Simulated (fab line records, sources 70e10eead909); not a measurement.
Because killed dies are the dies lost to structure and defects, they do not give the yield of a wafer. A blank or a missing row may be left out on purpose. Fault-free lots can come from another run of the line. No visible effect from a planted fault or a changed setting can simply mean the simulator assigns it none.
Matching of chambers	flow nand harc	NHARC_P_GATE_STRIP_101 on rie diel-10 has 4 sister chambers
The step strips in O2, time 20 s. 27 wafers are shown with their chamber, then 12 later ones without.

WAFERS PAIRED WITH THEIR CHAMBERS
wafer	chamber	showerhead plenum p Torr (Torr)	drypump motor current A (A)	o2 flow sccm (sccm)
L075.1	0	3.53	5.4	502.1
L075.2	1	3.59	6.3	500.4
L075.4	3	3.77	5.1	497.5
L076.3	0	3.53	5.4	499.8
L076.5	1	3.59	6.3	499.0
L076.6	2	3.39	6.5	499.3
L077.1	3	3.77	5.1	497.5
L077.2	1	3.59	6.3	499.1
L077.3	2	3.39	6.4	501.3
L080.1	2	3.39	6.4	499.6
L080.2	0	3.53	5.4	501.9
L080.4	0	3.53	5.5	499.8
L081.2	1	3.59	6.3	497.9
L081.3	2	3.38	6.4	497.7
L081.6	2	3.38	6.4	499.9
L084.2	1	3.59	6.3	500.5
L084.4	1	3.59	6.3	502.8
L084.6	0	3.53	5.4	498.1
L087.2	1	3.59	6.3	499.8
L087.3	0	3.53	5.4	497.9
L087.4	1	3.59	6.3	499.2
L088.2	1	3.59	6.3	499.5
L088.3	2	3.38	6.4	499.3
L088.6	0	3.53	5.5	499.9
L090.2	0	3.53	5.4	499.0
L090.3	2	3.38	6.4	498.9
L090.6	0	3.53	5.4	500.1

SIGNATURES (averages over the wafers above)
reading	chamber 0	chamber 1	chamber 2	chamber 3	scatter within a chamber
showerhead plenum p Torr	3.5300	3.5900	3.3843	3.7700	0.00273
drypump motor current A	5.422	6.300	6.414	5.100	0.0324
o2 flow sccm	499.844	499.800	499.429	497.500	1.3
Rule: for each reading, subtract the chamber's mean from the wafer's reading, divide by that reading's scatter and square the result; add these up over the readings and take the root, which gives the wafer's distance from the chamber. The wafer belongs to the nearest chamber; if the next one is less than 2 further off, it can't be placed. The scatter: take each reading less its chamber's mean, square it, sum over the shown wafers, divide by the number of wafers less the number of chambers, and take the root.

WAFERS MISSING THEIR CHAMBER
wafer	showerhead plenum p Torr (Torr)	drypump motor current A (A)	o2 flow sccm (sccm)
L091.1	3.58	6.3	500.1
L091.3	3.77	5.1	500.3
L091.4	3.53	5.4	499.9
L092.1	3.77	5.1	503.4
L092.5	3.58	6.3	500.4
L092.6	3.53	5.4	501.1
L095.1	3.38	6.5	500.3
L095.4	3.58	6.3	501.8
L095.5	3.38	6.5	500.4
L097.1	3.52	5.4	498.2
L097.4	3.77	5.1	500.6
L097.5	3.38	6.4	499.3

EACH ONE'S CHAMBER
wafer	from the rows above	in truth
L091.1	1	1
L091.3	3	3
L091.4	0	0
L092.1	3	3
L092.5	1	1
L092.6	0	0
L095.1	2	2
L095.4	1	1
L095.5	2	2
L097.1	0	0
L097.4	3	3
L097.5	2	2
12 of 12 placed correctly. Not placeable from these rows: 0. Placed wrongly: 0.
